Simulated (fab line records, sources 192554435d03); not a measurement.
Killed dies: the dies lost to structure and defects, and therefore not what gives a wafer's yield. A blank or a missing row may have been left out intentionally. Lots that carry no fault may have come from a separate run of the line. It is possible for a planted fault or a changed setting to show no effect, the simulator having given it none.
3 desks, one fault    flow n5Finfet    every desk sees just its own numbers, and what lay behind them comes last
Where a reading is given only as a bound, like >300, the bound stands for it, and a mean or a difference that rests on one is marked > or <: the true number lies beyond.

## THE DEFECT DESK
For each lot, the counts of the inspections along the route, averaged over the sampled wafers that have a number. Any lot whose mean is over 4 standard deviations away from the usual mean is out of limits and marked OUT; that distance is given in the brackets.
Columns: A = rawDefectCount at N5_SD_EPI_N_INSPECT_26, usual 205; B = rawDefectCount at N5_SD_EPI_P_INSPECT_11, usual 2.1
lot   first seen here  A               B
L160  day 3 07:04      178             1.0
L162  day 4 00:39      212             2.3
L164  day 4 05:37      246             2.0
L166  day 4 18:25      235             2.7
L169  day 5 16:41      232             2.0
L171  day 6 09:28      179             1.7
L172  day 6 11:12      282             2.0
L179  day 8 02:44      203             1.3
L180  day 8 07:51      466 (+6.5) OUT  >279 (+99 or more) OUT
L182  day 8 20:58      456 (+6.3) OUT  280.3 (+99 or more) OUT
This desk's finding: out of limits on L180, L182; first on L180, day 8 07:51 (rawDefectCount at N5_SD_EPI_N_INSPECT_26). In limits: L160, L162, L164, L166, L169, L171, L172, L179.

## THE METROLOGY DESK
Lot by lot, what the gauges showed, no matter which tool ran the lot: averages of those sampled wafers that carry a number. Any lot whose mean is over 4 standard deviations away from the usual mean is out of limits and marked OUT; that distance is given in the brackets.
Columns: A = cdNm at N5_SD_EPI_N_CD_MEAS_09, usual 119.9 nm
lot   first seen here  A
L160  day 3 02:28      120.9
L162  day 3 19:53      119.4
L164  day 4 00:50      120.0
L166  day 4 14:16      120.5
L169  day 5 11:55      119.8
L171  day 6 03:42      119.7
L172  day 6 07:10      120.8
L179  day 7 20:58      119.3
L180  day 8 02:46      119.9
L182  day 8 14:42      119.4
Finding of this desk: none of the 10 lots has anything out of limits.

## DESK OF THE TOOL OWNER: remotePlasma-02
The tool's own readings at N5_SD_EPI_N_PRECLEAN_49 (cleans in NF3:NH3, afs cycles 1, time 20 s, sublimation time 60 s): means of the sampled wafers that have a number, for each lot that ran on this tool. Any lot whose mean is over 4 standard deviations away from the usual mean is out of limits and marked OUT; that distance is given in the brackets.
Columns: A = rfPowerW at N5_SD_EPI_N_PRECLEAN_49, usual 30.00 W
lot   first seen here  A
L162  day 4 00:12      29.92
L164  day 4 05:10      30.01
L166  day 4 17:51      29.93
L169  day 5 16:14      29.95
L171  day 6 09:01      29.98
L172  day 6 10:49      29.95
L180  day 8 07:25      30.07
L182  day 8 19:07      29.97
Finding of this desk: none of the 8 lots has anything out of limits.

## BROUGHT TOGETHER
The defect desk could have raised an alarm at day 8 07:51, on L180, L182.
At the metrology desk, nothing out of limits was observed.
The tool owner's desk saw nothing out of limits.
The metrology desk has L180, L182 on record, within its limits.
The tool owner's desk has L180, L182 on record, within its limits.
The lots listed all ran N5_SD_EPI_N_PRECLEAN_49 on remotePlasma-02.

## WHAT HAD BEEN PUT IN BY THE SIMULATOR
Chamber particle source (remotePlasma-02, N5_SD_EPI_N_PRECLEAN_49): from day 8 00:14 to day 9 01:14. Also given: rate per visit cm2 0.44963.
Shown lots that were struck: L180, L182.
Hours from the fault's start to each desk's first reading out of limits: the defect desk, 8.
